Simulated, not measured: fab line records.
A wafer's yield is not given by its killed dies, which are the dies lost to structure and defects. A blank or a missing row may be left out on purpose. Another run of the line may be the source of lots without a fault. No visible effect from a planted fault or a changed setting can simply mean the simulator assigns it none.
One fault through the eyes of 3 desks | flow n5 finfet | each desk has only its own numbers; what lay behind them comes last

== THE DEFECT DESK ==
For each lot, the counts of the inspections along the route, averaged over the sampled wafers that have a number. A lot is out of limits, marked OUT, if its mean lies more than 4 standard deviations from the usual mean; the brackets give that distance.
Columns: A = raw defect count at N5_SDB_INSPECT_13, usual 65
lot  | first seen here | A
L746 | day 6 02:01     | 61
L747 | day 6 07:37     | 65
L750 | day 7 01:01     | 90
L752 | day 7 13:48     | 98
L753 | day 7 18:34     | 89
L759 | day 9 09:26     | 57
L760 | day 9 14:35     | 83
This desk's verdict: no lot among the 7 shows anything out of limits.

== TOOL OWNER'S DESK, rie diel-05 ==
The tool's own readings at N5_SDB_ETCH_18 (etches SOC in N2/H2, target depth 100 nm, overetch 20 nm, time 150 s): means of the sampled wafers that have a number, for each lot that ran on this tool. A lot is out of limits, marked OUT, if its mean lies more than 4 standard deviations from the usual mean; the brackets give that distance.
Columns: A = drypump motor current A at N5_SDB_ETCH_18, usual 5.9 A; B = oes product au at N5_SDB_ETCH_18, usual 0.70 a.u.; C = rf vpp V at N5_SDB_ETCH_18, usual 524.7 V; D = showerhead plenum p Torr at N5_SDB_ETCH_18, usual 2.57 Torr; E = throttle valve pct at N5_SDB_ETCH_18, usual 17.74 %
lot  | first seen here | A   | B    | C     | D    | E
L747 | day 6 07:52     | 5.9 | 0.64 | 525.2 | 2.59 | 17.87
L750 | day 7 01:20     | 5.9 | 0.64 | 523.5 | 2.52 | 17.94
L752 | day 7 14:03     | 6.3 | 0.64 | 522.2 | 2.47 | 17.66
L753 | day 7 18:41     | 6.0 | 0.65 | 524.4 | 2.58 | 17.81
This desk's verdict: no lot among the 4 shows anything out of limits.

== METROLOGY DESK ==
Means of the sampled wafers that have a number, per lot and without regard to the tool the lot ran on: this is what the gauges read. A lot is out of limits, marked OUT, if its mean lies more than 4 standard deviations from the usual mean; the brackets give that distance. Of its 12 readings 7 are shown: those that lie furthest out on some lot.
Columns: A = cd nm at N5_SDB_CD_MEAS_11, usual 49.3 nm; B = SDB_OVL at N5_SDB_OVL_MEAS_12, usual 0.3 nm; C = ION_N at N5_BEOL_M4_RC_MEAS_101, usual 677 uA/um; D = ION_P at N5_BEOL_M4_RC_MEAS_101, usual 466 uA/um; E = SS_N at N5_BEOL_M4_RC_MEAS_101, usual 71.5 mV/dec; F = SS_P at N5_BEOL_M4_RC_MEAS_101, usual 73.2 mV/dec; G = VT_N at N5_BEOL_M4_RC_MEAS_101, usual 249 mV
lot  | first seen here | A    | B    | C   | D   | E    | F    | G
L746 | day 6 01:58     | 48.6 | -0.4 | 671 | 467 | 71.6 | 73.5 | 249
L747 | day 6 07:34     | 49.3 | 1.4  | 677 | 466 | 71.5 | 73.1 | 250
L750 | day 7 00:58     | 51.4 | 0.7  | 668 | 464 | 71.8 | 73.7 | 252
L752 | day 7 13:44     | 48.8 | 1.3  | 682 | 466 | 71.7 | 73.0 | 248
L753 | day 7 18:31     | 49.1 | -0.2 | 662 | 459 | 70.7 | 72.6 | 252
L759 | day 9 09:23     | 47.5 | 1.2  | 683 | 476 | 71.5 | 73.1 | 250
L760 | day 9 14:31     | 49.4 | 0.1  | 675 | 464 | 71.7 | 73.0 | 247
This desk's verdict: no lot among the 7 shows anything out of limits.

== PUT TOGETHER ==
The defect desk saw nothing out of limits.
The tool owner's desk saw nothing out of limits.
The metrology desk saw nothing out of limits.

== WHAT THE SIMULATOR HAD PUT IN ==
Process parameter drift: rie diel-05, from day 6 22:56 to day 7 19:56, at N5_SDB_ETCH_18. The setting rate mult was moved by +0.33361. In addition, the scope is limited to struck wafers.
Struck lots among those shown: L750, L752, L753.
